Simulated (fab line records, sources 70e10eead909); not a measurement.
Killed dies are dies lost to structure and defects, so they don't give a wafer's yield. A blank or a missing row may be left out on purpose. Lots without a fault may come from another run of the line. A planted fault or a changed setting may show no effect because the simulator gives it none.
Problem report in the 8D (eight disciplines) form, filled by code | flow nand_harc | the parts of the form that need people (team, actions taken, sign-off) are left out

1. THE PROBLEM
thk_nm at NHARC_A_ONON_D1_THK_MEAS_05 reads a mean of 896 nm on 2 wafers of 2 lots; wafers without a fault read 998 nm with a standard deviation of 11. That is -9.3 standard deviations from the usual mean.
The step: measures by ellipsometry.
First seen on wafer L868.4, day 11 19:05, on film_metro-01. The record holds 40 wafers of 14 lots with a number at this step. Rule for "out", or "out of limits": more than 4 standard deviations from the usual mean. The other wafers with a number count as sound.

2. WHAT IT IS AND WHAT IT IS NOT
question                    | is                | is not
which readings at this step | thk_nm            | -
which lots                  | L868, L873        | L851, L852, L853, L854, L855, L856, L857, L858, L860, L861, L863, L864
which wafers of those lots  | L868.4, L873.1    | L868.5, L873.3
read on which gauges        | film_metro-01     | film_metro-02
when                        | from day 11 19:05 | up to then (37 sound wafers); but 1 sound wafer of L873 came after

3. SUSPECTS, AND WHAT RULES EACH OUT
Counting: a tool at a process step up to the reading stays a suspect if it ran every lot that is out. Sound lots after the first of them don't rule it out here, since some wafers of a struck lot are sound.
- the gauge at NHARC_A_ONON_D1_THK_MEAS_05: kept. All the wafers that are out were read on film_metro-01, and no step on other tools shows them out.
- pecvd_onon-01 at NHARC_A_ONON_D1_DEP_03 (target thk 1000 nm): kept. It ran every lot that is out, first L868 (day 11 18:45); its last sound lot up to then is L864 (day 11 10:55).
Left after counting: pecvd_onon-01 at NHARC_A_ONON_D1_DEP_03, film_metro-01 at NHARC_A_ONON_D1_THK_MEAS_05.

4. THE CAUSE (what the simulator had put in)
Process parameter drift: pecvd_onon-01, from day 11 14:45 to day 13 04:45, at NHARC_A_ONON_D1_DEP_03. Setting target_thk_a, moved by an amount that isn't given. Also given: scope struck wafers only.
Counting left 2 suspects, and this tool is among them.

5. THE CHAIN OF EFFECTS, in route order
Each row: a reading whose mean over the struck wafers that have a number lies more than 3 standard deviations from the usual. Only readings for which the record gives a usual standard deviation are gone through. hours: the time from each lot's start at the first step in this table that gives one to its start at this step, as a median over the lots. sigmas: the change in usual standard deviations.
hours | step                        | reading | usual  | on struck wafers | change | sigmas
0     | NHARC_A_ONON_D1_THK_MEAS_05 | thk_nm  | 998 nm | 896              | -102   | -9.3

6. WHAT WOULD HAVE CAUGHT IT SOONER
In this record the first reading out of limits at a measuring or inspecting step was taken at day 11 19:05, 4 hours after the fault began at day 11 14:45.
Of the lots that are out (2), L873 began NHARC_A_ONON_D1_DEP_03 on pecvd_onon-01 after day 11 19:05. A hold on the tool at that time would have spared it.
